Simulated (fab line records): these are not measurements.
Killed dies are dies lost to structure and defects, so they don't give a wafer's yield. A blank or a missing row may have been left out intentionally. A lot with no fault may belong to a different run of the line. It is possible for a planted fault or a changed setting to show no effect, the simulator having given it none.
fab line records -- flow n5-finfet
[record] lots = 7, wafers = 21
route steps=1938 shown BEOL_M4@1031 BEOL_M6@1198 BEOL_M7@1293
start-h: hours from the record's opening day to when the first of the lot's shown wafers began -- wait-h: time in hours since the lot's previous step -- " same as the row above -- L1.1+2: one row covering several wafers at once -- - no value, or no start given -- * or withheld: withheld -- < > ~ a bound
route shown NAME@n: NAME is a module with steps in the file, n the number in the route of the first one -- usual: mean/standard deviation taken from wafers without a fault -- same: alike in all rows -- chamber/n: place in a boat -- sites: readings site by site -- _std_site: the standard deviation of these -- _edge_site: the outer-site mean with the inner-site mean subtracted -- radius-mm: for every site, how far away it sits from the centre of the wafer -- mask NAME#n: copy n -- behind: tool/chamber where the wafer was last shaped -- hold: cause of the lot's hold/its duration in hours/its outcome -- device: the transistor (n, p or np) that didn't switch -- end of line: the tests these same wafers got at the end of their route -- a step without rows: its recipe alone -- killed: count of dies lost to structure and defects at first sort (not the wafer's yield) -- map: a wafer's dies, marking killed ones x, the rest . and places with no die _
set.NAME: setting as actually run; set.NAME@STEP: the setting as run at that earlier step -- model.NAME: the simulator's own value behind a step, which no gauge read
lots run with intentionally changed settings; tables by step, rows by wafer
[[steps]]
[step N5_BEOL_M4_EXPOSE_08]
[recipe] mask-id = M4, na = 0.33, source-shape = dipole, sigma-inner = 0.369, sigma-outer = 0.767, polarization = unpolarized, dose-mj = 41.25
lot.wafer,tool,chamber,start-h,wait-h,mask,set.dose-mj
L080.2+3,euv-scanner-02,0,198.78,-,M4#0,41.25
L080.4,euv-scanner-02,0,198.78,-,M4#0,43.24
L081.1+5,euv-scanner-02,0,211.33,-,M4#0,41.25
L081.4,euv-scanner-02,0,211.33,-,M4#0,40.45
L085.1+2+5,euv-scanner-01,0,215.98,-,M4#0,41.25
L086.2+6,euv-scanner-01,0,216.63,-,M4#0,41.25
L086.4,euv-scanner-01,0,216.63,-,M4#0,44.32
L089.3+4+6,euv-scanner-01,0,253.83,-,M4#0,41.25
L088.3,euv-scanner-01,0,253.95,-,M4#0,42.3
L088.4+5,euv-scanner-01,0,253.95,-,M4#0,41.25
L097.1+3+6,euv-scanner-01,0,295.42,-,M4#0,41.25
[step N5_BEOL_M4_PEB_09]
[recipe] peb-temp-c = 100, peb-time-s = 60, resist = CAR-EUV
[step N5_BEOL_M4_DEVELOP_10]
[recipe] develop-time-s = 30, developer = TMAH, resist = CAR-EUV, rinse-liquid = surfactant-rinse, dry = air-spin, dev-temp-c = 23
[step N5_BEOL_M4_CD_MEAS_11]
[recipe] target-cd-nm = 16.79, landing-energy-ev = 500, detector = se-inlens, polarity = opening
[usual] cd-nm = 16.83/0.23
lot.wafer,tool,chamber,start-h,wait-h,set.dose-mj@BEOL_M4_EXPOSE_08,cd-nm
L080.2,cd-sem-02,0,198.90,-,41.25,17.06
L080.3,cd-sem-02,0,198.90,-,41.25,16.70
L080.4,cd-sem-02,0,198.90,-,43.24,17.90
L081.1,cd-sem-03,0,211.46,-,41.25,16.56
L081.4,cd-sem-03,0,211.46,-,40.45,16.80
L081.5,cd-sem-03,0,211.46,-,41.25,17.06
L085.1,cd-sem-02,0,216.11,-,41.25,16.19
L085.2,cd-sem-02,0,216.11,-,41.25,16.74
L085.5,cd-sem-02,0,216.11,-,41.25,16.70
L086.2,cd-sem-03,0,216.75,-,41.25,16.86
L086.4,cd-sem-03,0,216.75,-,44.32,18.44
L086.6,cd-sem-03,0,216.75,-,41.25,16.52
L089.3,cd-sem-02,0,253.95,-,41.25,16.32
L089.4,cd-sem-02,0,253.95,-,41.25,16.92
L089.6,cd-sem-02,0,253.95,-,41.25,16.85
L088.3,cd-sem-03,0,254.07,-,42.3,17.64
L088.4,cd-sem-03,0,254.07,-,41.25,16.69
L088.5,cd-sem-03,0,254.07,-,41.25,16.85
L097.1,cd-sem-01,0,295.56,-,41.25,16.70
L097.3,cd-sem-01,0,295.56,-,41.25,16.58
L097.6,cd-sem-01,0,295.56,-,41.25,16.85
[step N5_BEOL_M4_DESCUM_16]
[recipe] chemistry = O2, time-s = 7, source-power-w = 50, bias-power-w = 20, pressure-mtorr = 20, rf-frequency-hz = 2.712e+07, temp-c = 40, resist = CAR-EUV, o2-flow-sccm = 225
[step N5_BEOL_M4_ETCH_74]
[recipe] chemistry = N2/H2, target = underlayer, target-depth-a = 65, mask-material = CAR-EUV, time-s = 5.2, ion-energy-ev = 200, pressure-mtorr = 30, source-w = 840, bias-w = 150, n2-flow-sccm = 200, h2-flow-sccm = 200, ends = cleared
lot.wafer,tool,chamber,start-h,wait-h,set.dose-mj@BEOL_M4_EXPOSE_08,model.BEOL_M4.cd-offset-nm
L080.2,rie-diel-02,2,199.45,0.0,41.25,0
L080.3,rie-diel-02,3,199.45,0.0,41.25,0.2
L080.4,rie-diel-02,3,199.45,0.0,43.24,1.2
L081.1+5,rie-diel-05,"0,1",211.62,0.0,41.25,0
L081.4,rie-diel-05,3,211.62,0.0,40.45,-0.2
L085.1,rie-diel-06,0,216.27,0.0,41.25,-0.2
L085.2,rie-diel-06,3,216.27,0.0,41.25,0
L085.5,rie-diel-06,2,216.27,0.0,41.25,-0.4
L086.2+6,rie-diel-02,0,216.91,0.0,41.25,0
L086.4,rie-diel-02,2,216.91,0.0,44.32,1.2
L089.3+4+6,rie-diel-02,"0,3,1",254.11,0.0,41.25,-0.2
L088.3,rie-diel-02,0,254.34,0.0,42.3,0.6
L088.4+5,rie-diel-02,"3,1",254.34,0.0,41.25,0
L097.1,rie-diel-02,2,295.72,0.0,41.25,0
L097.3,rie-diel-02,3,295.72,0.0,41.25,0.2
L097.6,rie-diel-02,1,295.72,0.0,41.25,-0.2
[step N5_BEOL_M4_ETCH_63]
[recipe] chemistry = CF4, target = SiARC, target-depth-a = 156, mask-material = CAR-EUV, time-s = 26, ion-energy-ev = 80, pressure-mtorr = 40, source-w = 545, bias-w = 36, Ar_flow_sccm = 100, cf4-flow-sccm = 100, ends = cleared
lot.wafer,tool,chamber,start-h,wait-h,set.dose-mj@BEOL_M4_EXPOSE_08,model.BEOL_M4.cd-offset-nm
L080.2,rie-diel-02,2,199.47,0.0,41.25,0
L080.3,rie-diel-02,3,199.47,0.0,41.25,0.2
L080.4,rie-diel-02,3,199.47,0.0,43.24,1
L081.1+5,rie-diel-05,"0,1",211.63,0.0,41.25,0
L081.4,rie-diel-05,3,211.63,0.0,40.45,-0.2
L085.1+2,rie-diel-06,"0,3",216.28,0.0,41.25,-0.2
L085.5,rie-diel-06,2,216.28,0.0,41.25,-0.4
L086.2,rie-diel-02,0,216.93,0.0,41.25,0.2
L086.4,rie-diel-02,2,216.93,0.0,44.32,1.2
L086.6,rie-diel-02,0,216.93,0.0,41.25,0
L089.3+4+6,rie-diel-02,"0,3,1",254.12,0.0,41.25,-0.2
L088.3,rie-diel-02,0,254.35,0.0,42.3,0.4
L088.4+5,rie-diel-02,"3,1",254.35,0.0,41.25,0
L097.1+6,rie-diel-02,"2,1",295.73,0.0,41.25,0
L097.3,rie-diel-02,3,295.73,0.0,41.25,0.2
[step N5_BEOL_M4_ETCH_64]
[recipe] chemistry = N2/H2, target = SOC, target-depth-a = 750, overetch-a = 225, mask-material = SiARC, temp-c = 40, time-s = 121.9, ion-energy-ev = 200, pressure-mtorr = 30, source-w = 840, bias-w = 150, n2-flow-sccm = 200, h2-flow-sccm = 200
[step N5_BEOL_M4_STRIP_65]
[recipe] chemistry = N2/H2, temp-c = 40, n2-flow-sccm = 200, h2-flow-sccm = 200, rf-frequency-hz = 6e+07
[step N5_BEOL_M4_STRIP_75]
[recipe] chemistry = N2/H2, temp-c = 40, n2-flow-sccm = 200, h2-flow-sccm = 200, rf-frequency-hz = 6e+07
[step N5_BEOL_M4_STRIP_66]
[recipe] chemistry = CF4, resist = SiARC, power-w = 300, bias-power-w = 75, pressure-mtorr = 50, cf4-flow-sccm = 150, rf-frequency-hz = 6e+07
[step N5_BEOL_M4_HM_OPEN_17]
[recipe] chemistry = Cl2/BCl3, target-depth-a = 200, overetch-a = 60, target = TiN, mask-material = SOC, ion-energy-ev = 150, pressure-mtorr = 10, icp-w = 1000, bias-w = 126, Cl2_flow_sccm = 53.25, bcl3-flow-sccm = 21.75, Ar_flow_sccm = 25
lot.wafer,tool,chamber,start-h,wait-h,set.dose-mj@BEOL_M4_EXPOSE_08,model.BEOL_M4.cd-offset-nm
L080.2,rie-metal-01,1,199.67,0.0,41.25,-0.4
L080.3,rie-metal-01,0,199.67,0.0,41.25,0
L080.4,rie-metal-01,1,199.67,0.0,43.24,0.8
L081.1,rie-metal-01,1,211.83,0.0,41.25,-0.2
L081.4,rie-metal-01,1,211.83,0.0,40.45,-0.4
L081.5,rie-metal-01,0,211.83,0.0,41.25,0
L085.1+2,rie-metal-01,"1,0",216.48,0.0,41.25,-0.4
L085.5,rie-metal-01,0,216.48,0.0,41.25,-0.2
L086.2+6,rie-metal-03,"0,1",217.13,0.0,41.25,0
L086.4,rie-metal-03,0,217.13,0.0,44.32,1.2
L089.3+4,rie-metal-03,"1,0",254.35,0.1,41.25,-0.2
L089.6,rie-metal-03,1,254.35,0.1,41.25,-0.4
L088.3,rie-metal-01,1,254.59,0.1,42.3,0.4
L088.4+5,rie-metal-01,0,254.59,0.1,41.25,0
L097.1+6,rie-metal-01,1,295.93,0.0,41.25,-0.2
L097.3,rie-metal-01,0,295.93,0.0,41.25,0.4
[step N5_BEOL_M6_HM_DEP_02]
[recipe] material = TiN, target-thk-a = 200, temp-c = 25, chamber-pressure-pa = 0.49996
lot.wafer,tool,chamber,start-h,wait-h,set.target-thk-a,model.TiN_of_BEOL_M6_HM_DEP_02.thk-nm
L080.2,pvd-sputter-02,-,219.70,0.5,179.4,17.8
L080.3+4,pvd-sputter-02,-,219.70,0.5,200,19.8
L081.1+5,pvd-sputter-01,-,235.55,1.1,200,20
L081.4,pvd-sputter-01,-,235.55,1.1,200,19.8
L085.1+5,pvd-sputter-01,-,245.98,2.4,200,20.2
L085.2,pvd-sputter-01,-,245.98,2.4,200,20
L086.2+4,pvd-sputter-02,-,251.08,1.8,200,20.4
L086.6,pvd-sputter-02,-,251.08,1.8,190.1,19.2
L089.3+4+6,pvd-sputter-02,-,275.88,1.6,200,19.8
L088.3,pvd-sputter-01,-,275.89,1.5,200,20
L088.4+5,pvd-sputter-01,-,275.89,1.5,187.7,18.6
L097.1,pvd-sputter-03,-,318.30,1.0,183.5,18.2
L097.3,pvd-sputter-03,-,318.30,1.0,200,20
L097.6,pvd-sputter-03,-,318.30,1.0,183.5,18.4
[step N5_BEOL_M6_COAT_59]
[recipe] resist = SOC, temp-c = 250, time-s = 60, spin-rpm = 1500, resist-thk-nm = 100
[step N5_BEOL_M6_COAT_60]
[recipe] resist = SiARC, temp-c = 220, time-s = 60, spin-rpm = 1500, resist-thk-nm = 35
[step N5_BEOL_M6_STRIP_68]
[recipe] chemistry = N2/H2, temp-c = 40, n2-flow-sccm = 200, h2-flow-sccm = 200, rf-frequency-hz = 6e+07
[step N5_BEOL_M6_STRIP_67]
[recipe] chemistry = CF4, resist = SiARC, power-w = 300, bias-power-w = 75, pressure-mtorr = 50, cf4-flow-sccm = 150, rf-frequency-hz = 6e+07
[step N5_BEOL_M6_HM_OPEN_17]
[recipe] chemistry = Cl2/BCl3, target-depth-a = 200, overetch-a = 60, target = TiN, mask-material = SOC, ion-energy-ev = 150, pressure-mtorr = 10, icp-w = 1000, bias-w = 126, Cl2_flow_sccm = 53.25, bcl3-flow-sccm = 21.75, Ar_flow_sccm = 25
lot.wafer,tool,chamber,start-h,wait-h,set.target-thk-a@BEOL_M6_HM_DEP_02,model.etch.depth-nm
L080.2,rie-metal-01,0,220.57,0.0,179.4,17.89
L080.3,rie-metal-01,1,220.57,0.0,200,19.85
L080.4,rie-metal-01,0,220.57,0.0,200,19.87
L081.1,rie-metal-01,1,236.42,0.0,200,19.92
L081.4,rie-metal-01,1,236.42,0.0,200,19.83
L081.5,rie-metal-01,1,236.42,0.0,200,20.05
L085.1,rie-metal-03,1,246.85,0.0,200,20.14
L085.2,rie-metal-03,0,246.85,0.0,200,20.1
L085.5,rie-metal-03,0,246.85,0.0,200,20.16
L086.2,rie-metal-03,0,251.95,0.0,200,20.34
L086.4,rie-metal-03,1,251.95,0.0,200,20.41
L086.6,rie-metal-03,1,251.95,0.0,190.1,19.19
L089.3,rie-metal-01,0,276.66,0.1,200,19.9
L089.4,rie-metal-01,1,276.66,0.1,200,19.77
L089.6,rie-metal-01,0,276.66,0.1,200,19.83
L088.3,rie-metal-03,0,276.89,0.1,200,19.99
L088.4,rie-metal-03,1,276.89,0.1,187.7,18.59
L088.5,rie-metal-03,1,276.89,0.1,187.7,18.66
L097.1,rie-metal-03,1,319.03,0.0,183.5,18.14
L097.3,rie-metal-03,0,319.03,0.0,200,19.99
L097.6,rie-metal-03,1,319.03,0.0,183.5,18.35
[step N5_BEOL_M6_EXPOSE_25]
[recipe] mask-id = V5, na = 0.33, source-shape = annular, sigma-inner = 0.4, sigma-outer = 0.8, polarization = unpolarized, target-cd-nm = 40, dose-mj = 45
lot.wafer,tool,chamber,start-h,wait-h,mask,set.dose-mj
L080.2+4,euv-scanner-02,0,221.47,-,V5#0,45
L080.3,euv-scanner-02,0,221.47,-,V5#0,47.39
L081.1+5,euv-scanner-02,0,241.74,-,V5#0,45
L081.4,euv-scanner-02,0,241.74,-,V5#0,43.8
L085.1+2+5,euv-scanner-01,0,247.47,-,V5#0,45
L086.2+6,euv-scanner-01,0,252.52,-,V5#0,45
L086.4,euv-scanner-01,0,252.52,-,V5#0,48.09
L089.3,euv-scanner-01,0,280.26,-,V5#0,43.09
L089.4+6,euv-scanner-01,0,280.26,-,V5#0,45
L088.3+5,euv-scanner-01,0,280.34,-,V5#0,45
L088.4,euv-scanner-01,0,280.34,-,V5#0,46.42
L097.1,euv-scanner-02,0,321.70,-,V5#0,45
L097.3+6,euv-scanner-02,0,321.70,-,V5#0,47.29
[step N5_BEOL_M6_PEB_26]
[recipe] peb-temp-c = 100, peb-time-s = 60, resist = CAR-EUV
[step N5_BEOL_M6_DEVELOP_27]
[recipe] develop-time-s = 30, developer = TMAH, resist = CAR-EUV, rinse-liquid = surfactant-rinse, dry = air-spin, dev-temp-c = 23
[step N5_BEOL_M6_CD_MEAS_28]
[recipe] target-cd-nm = 40, landing-energy-ev = 500, detector = se-inlens
[usual] cd-nm = 40.01/0.23
lot.wafer,tool,chamber,start-h,wait-h,set.dose-mj@BEOL_M6_EXPOSE_25,cd-nm
L080.2,cd-sem-02,0,221.60,-,45,40.22
L080.3,cd-sem-02,0,221.60,-,47.39,41.93
L080.4,cd-sem-02,0,221.60,-,45,40.18
L081.1,cd-sem-01,0,241.87,-,45,39.71
L081.4,cd-sem-01,0,241.87,-,43.8,39.30
L081.5,cd-sem-01,0,241.87,-,45,40.08
L085.1,cd-sem-01,0,247.60,-,45,39.79
L085.2,cd-sem-01,0,247.60,-,45,40.22
L085.5,cd-sem-01,0,247.60,-,45,39.91
L086.2,cd-sem-01,0,252.64,-,45,39.84
L086.4,cd-sem-01,0,252.64,-,48.09,41.58
L086.6,cd-sem-01,0,252.64,-,45,39.63
L089.3,cd-sem-02,0,280.38,-,43.09,39.21
L089.4,cd-sem-02,0,280.38,-,45,39.99
L089.6,cd-sem-02,0,280.38,-,45,39.88
L088.3,cd-sem-01,0,280.46,-,45,39.98
L088.4,cd-sem-01,0,280.46,-,46.42,40.42
L088.5,cd-sem-01,0,280.46,-,45,40.09
L097.1,cd-sem-03,0,321.83,-,45,40.36
L097.3,cd-sem-03,0,321.83,-,47.29,40.99
L097.6,cd-sem-03,0,321.83,-,47.29,41.15
[step N5_BEOL_M6_DESCUM_33]
[recipe] chemistry = O2, time-s = 7, source-power-w = 50, bias-power-w = 20, pressure-mtorr = 20, rf-frequency-hz = 2.712e+07, temp-c = 40, resist = CAR-EUV, o2-flow-sccm = 225
lot.wafer,tool,chamber,start-h,wait-h,set.dose-mj@BEOL_M6_EXPOSE_25,model.BEOL_M6.cd-nm
L080.2,rie-diel-06,2,221.83,0.1,45,40.2
L080.3,rie-diel-06,1,221.83,0.1,47.39,41.6
L080.4,rie-diel-06,3,221.83,0.1,45,40
L081.1,rie-diel-06,0,242.00,0.0,45,39.8
L081.4,rie-diel-06,2,242.00,0.0,43.8,39.2
L081.5,rie-diel-06,0,242.00,0.0,45,40
L085.1+2+5,rie-diel-05,"2,1,1",247.73,0.0,45,39.8
L086.2,rie-diel-05,3,252.77,0.0,45,40.2
L086.4,rie-diel-05,2,252.77,0.0,48.09,41.6
L086.6,rie-diel-05,1,252.77,0.0,45,40
L089.3,rie-diel-02,3,280.50,0.0,43.09,39
L089.4+6,rie-diel-02,"2,1",280.50,0.0,45,40
L088.3+5,rie-diel-05,"0,2",280.91,0.4,45,40
L088.4,rie-diel-05,0,280.91,0.4,46.42,40.6
L097.1,rie-diel-06,1,322.26,0.3,45,40
L097.3+6,rie-diel-06,2,322.26,0.3,47.29,41.2
[step N5_BEOL_M6_ETCH_72]
[recipe] chemistry = N2/H2, target = underlayer, target-depth-a = 65, mask-material = CAR-EUV, time-s = 5.2, ion-energy-ev = 200, pressure-mtorr = 30, source-w = 840, bias-w = 150, n2-flow-sccm = 200, h2-flow-sccm = 200, ends = cleared
lot.wafer,tool,chamber,start-h,wait-h,set.dose-mj@BEOL_M6_EXPOSE_25,model.BEOL_M6.cd-nm
L080.2,rie-diel-06,2,221.86,0.0,45,40.4
L080.3,rie-diel-06,1,221.86,0.0,47.39,41.6
L080.4,rie-diel-06,3,221.86,0.0,45,40.2
L081.1+5,rie-diel-06,0,242.03,0.0,45,40
L081.4,rie-diel-06,2,242.03,0.0,43.8,39.4
L085.1+5,rie-diel-05,"2,1",247.77,0.0,45,40
L085.2,rie-diel-05,1,247.77,0.0,45,39.8
L086.2,rie-diel-05,3,252.80,0.0,45,40.2
L086.4,rie-diel-05,2,252.80,0.0,48.09,41.6
L086.6,rie-diel-05,1,252.80,0.0,45,40
L089.3,rie-diel-02,3,280.53,0.0,43.09,39
L089.4+6,rie-diel-02,"2,1",280.53,0.0,45,40
L088.3+5,rie-diel-05,"0,2",280.94,0.0,45,40
L088.4,rie-diel-05,0,280.94,0.0,46.42,40.6
L097.1,rie-diel-06,1,322.30,0.0,45,40
L097.3+6,rie-diel-06,2,322.30,0.0,47.29,41.4
[step N5_BEOL_M6_ETCH_66]
[recipe] chemistry = N2/H2, target = SOC, target-depth-a = 800, overetch-a = 160, mask-material = SiARC, temp-c = 40, time-s = 120, ion-energy-ev = 200, pressure-mtorr = 30, source-w = 840, bias-w = 150, n2-flow-sccm = 200, h2-flow-sccm = 200
[usual] rf-vpp-V = 522.3/1.9
lot.wafer,tool,chamber,start-h,wait-h,set.bias-w,set.dose-mj@BEOL_M6_EXPOSE_25,rf-vpp-V,model.SiARC_of_BEOL_M6_COAT_64.thk-nm,model.BEOL_M6.cd-nm
L080.2,rie-diel-06,2,221.91,0.0,150,45,522.0,6.4,40.4
L080.3,rie-diel-06,1,221.91,0.0,150,47.39,523.1,6.4,41.4
L080.4,rie-diel-06,3,221.91,0.0,140.3,45,498.5,6.8,40
L081.1,rie-diel-06,0,242.08,0.0,141.9,45,504.1,6.8,39.8
L081.4,rie-diel-06,2,242.08,0.0,141.9,43.8,504.3,6.8,39.4
L081.5,rie-diel-06,0,242.08,0.0,141.9,45,504.9,6.8,40
L085.1,rie-diel-05,2,247.81,0.0,150,45,524.6,6.4,39.8
L085.2,rie-diel-05,1,247.81,0.0,150,45,521.8,6.4,40
L085.5,rie-diel-05,1,247.81,0.0,150,45,522.7,6.4,40
L086.2,rie-diel-05,3,252.85,0.0,126.7,45,470.2,7.4,40.2
L086.4,rie-diel-05,2,252.85,0.0,126.7,48.09,471.0,7.4,41.6
L086.6,rie-diel-05,1,252.85,0.0,150,45,522.7,6.2,40
L089.3,rie-diel-02,3,280.58,0.0,150,43.09,519.5,6.4,39.2
L089.4,rie-diel-02,2,280.58,0.0,135.1,45,491.2,7,39.8
L089.6,rie-diel-02,1,280.58,0.0,135.1,45,485.5,7.2,40.2
L088.3,rie-diel-05,0,280.99,0.0,142.5,45,505.7,6.6,39.8
L088.4,rie-diel-05,0,280.99,0.0,150,46.42,521.8,6.2,40.4
L088.5,rie-diel-05,2,280.99,0.0,142.5,45,508.8,6.6,40
L097.1,rie-diel-06,1,322.34,0.0,150,45,522.4,6.4,40
L097.3,rie-diel-06,2,322.34,0.0,150,47.29,520.9,6.4,41.2
L097.6,rie-diel-06,2,322.34,0.0,150,47.29,522.0,6.2,41.4
[step N5_BEOL_M7_EXPOSE_25]
[recipe] mask-id = V6, na = 0.33, source-shape = annular, sigma-inner = 0.4, sigma-outer = 0.8, polarization = unpolarized, target-cd-nm = 40, dose-mj = 42.5
lot.wafer,tool,chamber,start-h,wait-h,mask,set.dose-mj
L080.2,euv-scanner-01,0,234.77,-,V6#0,42.5
L080.3+4,euv-scanner-01,0,234.77,-,V6#0,44.05
L081.1+5,euv-scanner-01,0,250.46,-,V6#0,42.5
L081.4,euv-scanner-01,0,250.46,-,V6#0,44.7
L085.1+2+5,euv-scanner-01,0,253.57,-,V6#0,42.5
L086.2,euv-scanner-01,0,259.74,-,V6#0,45.32
L086.4+6,euv-scanner-01,0,259.74,-,V6#0,42.5
L089.3+6,euv-scanner-01,0,286.57,-,V6#0,44.26
L089.4,euv-scanner-01,0,286.57,-,V6#0,42.5
L088.3+4,euv-scanner-01,0,288.79,-,V6#0,42.5
L088.5,euv-scanner-01,0,288.79,-,V6#0,44.21
L097.1+3+6,euv-scanner-02,0,328.04,-,V6#0,42.5
[step N5_BEOL_M7_PEB_26]
[recipe] peb-temp-c = 100, peb-time-s = 60, resist = CAR-EUV
[step N5_BEOL_M7_DEVELOP_27]
[recipe] develop-time-s = 30, developer = TMAH, resist = CAR-EUV, rinse-liquid = surfactant-rinse, dry = air-spin, dev-temp-c = 23
[step N5_BEOL_M7_CD_MEAS_28]
[recipe] target-cd-nm = 40, landing-energy-ev = 500, detector = se-inlens
[usual] cd-nm = 39.98/0.22
lot.wafer,tool,chamber,start-h,wait-h,set.dose-mj@BEOL_M7_EXPOSE_25,cd-nm
L080.2,cd-sem-02,0,234.90,-,42.5,40.09
L080.3,cd-sem-02,0,234.90,-,44.05,40.52
L080.4,cd-sem-02,0,234.90,-,44.05,40.71
L081.1,cd-sem-03,0,250.59,-,42.5,39.97
L081.4,cd-sem-03,0,250.59,-,44.7,41.07
L081.5,cd-sem-03,0,250.59,-,42.5,40.16
L085.1,cd-sem-03,0,253.71,-,42.5,39.86
L085.2,cd-sem-03,0,253.71,-,42.5,39.78
L085.5,cd-sem-03,0,253.71,-,42.5,40.19
L086.2,cd-sem-01,0,259.87,-,45.32,40.98
L086.4,cd-sem-01,0,259.87,-,42.5,40.10
L086.6,cd-sem-01,0,259.87,-,42.5,39.48
L089.3,cd-sem-02,0,286.69,-,44.26,40.65
L089.4,cd-sem-02,0,286.69,-,42.5,39.83
L089.6,cd-sem-02,0,286.69,-,44.26,40.77
L088.3,cd-sem-01,0,288.91,-,42.5,39.65
L088.4,cd-sem-01,0,288.91,-,42.5,39.61
L088.5,cd-sem-01,0,288.91,-,44.21,40.82
L097.1,cd-sem-03,0,328.17,-,42.5,39.65
L097.3,cd-sem-03,0,328.17,-,42.5,40.06
L097.6,cd-sem-03,0,328.17,-,42.5,39.67
[[key]]
[split] step = N5_BEOL_M4_EXPOSE_08, setting = dose-mj, stated = 41.25, by = wafer
[response] step = N5_BEOL_M4_CD_MEAS_11, reading = cd-nm, change = +0.228, per = 1%, r = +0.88
[response] step = N5_BEOL_M4_ETCH_74, reading = model.BEOL_M4.cd-offset-nm, change = +0.182, per = 1%, r = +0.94
[response] step = N5_BEOL_M4_ETCH_63, reading = model.BEOL_M4.cd-offset-nm, change = +0.157, per = 1%, r = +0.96
[response] step = N5_BEOL_M4_HM_OPEN_17, reading = model.BEOL_M4.cd-offset-nm, change = +0.173, per = 1%, r = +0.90
[split] step = N5_BEOL_M6_HM_DEP_02, setting = target-thk-a, stated = 200, by = wafer
[response] step = N5_BEOL_M6_HM_DEP_02, reading = model.TiN_of_BEOL_M6_HM_DEP_02.thk-nm, change = +0.208, per = 1%, r = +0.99
[response] step = N5_BEOL_M6_HM_OPEN_17, reading = model.etch.depth-nm, change = +0.207, per = 1%, r = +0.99
[split] step = N5_BEOL_M6_EXPOSE_25, setting = dose-mj, stated = 45, by = wafer
[response] step = N5_BEOL_M6_CD_MEAS_28, reading = cd-nm, change = +0.23, per = 1%, r = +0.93
[response] step = N5_BEOL_M6_DESCUM_33, reading = model.BEOL_M6.cd-nm, change = +0.237, per = 1%, r = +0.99
[response] step = N5_BEOL_M6_ETCH_72, reading = model.BEOL_M6.cd-nm, change = +0.235, per = 1%, r = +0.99
[response] step = N5_BEOL_M6_ETCH_66, reading = model.BEOL_M6.cd-nm, change = +0.217, per = 1%, r = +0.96
[split] step = N5_BEOL_M6_ETCH_66, setting = bias-w, stated = 150, by = wafer
[response] step = N5_BEOL_M6_ETCH_66, reading = rf-vpp-V, change = +3.31, per = 1%, r = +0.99
[response] step = N5_BEOL_M6_ETCH_66, reading = model.SiARC_of_BEOL_M6_COAT_64.thk-nm, change = -0.0742, per = 1%, r = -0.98
[split] step = N5_BEOL_M7_EXPOSE_25, setting = dose-mj, stated = 42.5, by = wafer
[response] step = N5_BEOL_M7_CD_MEAS_28, reading = cd-nm, change = +0.2, per = 1%, r = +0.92
